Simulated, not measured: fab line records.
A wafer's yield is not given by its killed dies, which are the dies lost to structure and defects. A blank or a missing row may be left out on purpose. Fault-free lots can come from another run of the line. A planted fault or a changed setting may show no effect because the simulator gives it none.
Chamber matching ; flow nand_harc ; rie_diel-08 running NHARC_A_BLC_STRIP_29: 4 sister chambers
The step strips in CF4. 8 wafers are shown with their chamber, then 10 later ones without.

== WAFERS PAIRED WITH THEIR CHAMBERS ==
wafer;chamber;showerhead_plenum_p_Torr (Torr);oes_product_au (a.u.)
L079.4;3;1.82;0.984
L079.5;3;1.82;0.992
L082.2;0;1.75;0.995
L087.4;1;1.80;0.995
L087.5;2;1.88;0.992
L087.6;1;1.80;0.999
L090.1;0;1.74;1.000
L090.2;2;1.88;1.000

== WAFERS WHOSE CHAMBER IS MISSING ==
wafer;showerhead_plenum_p_Torr (Torr);oes_product_au (a.u.)
L090.5;1.80;0.980
L094.1;1.88;0.990
L094.5;1.80;0.991
L094.6;1.88;0.981
L093.1;1.82;0.986
L093.2;1.74;0.996
L093.5;1.88;0.995
L096.2;1.74;0.989
L096.5;1.80;0.993
L096.6;1.74;1.002

== WHICH CHAMBER EACH WENT THROUGH ==
wafer;from the rows above;in truth
L090.5;1;1
L094.1;2;2
L094.5;1;1
L094.6;2;2
L093.1;3;3
L093.2;0;0
L093.5;2;2
L096.2;0;0
L096.5;1;1
L096.6;0;0
10 of 10 placed correctly. Left unplaced by these rows: 0. 0 placed wrongly.
How it was worked out, from the rows above alone: a wafer's distance from a chamber is the root of the sum, over the readings, of the square of ((its reading less the chamber's mean) divided by the reading's scatter). If the next closest chamber is less than 2 further off than the closest, the wafer can't be placed; otherwise it belongs to the closest. The mean given for a chamber averages the wafers shown for that chamber. The scatter is the square root of a quotient: the sum, over the shown wafers, of each reading's squared deviation from its chamber's mean, divided by wafers minus chambers.
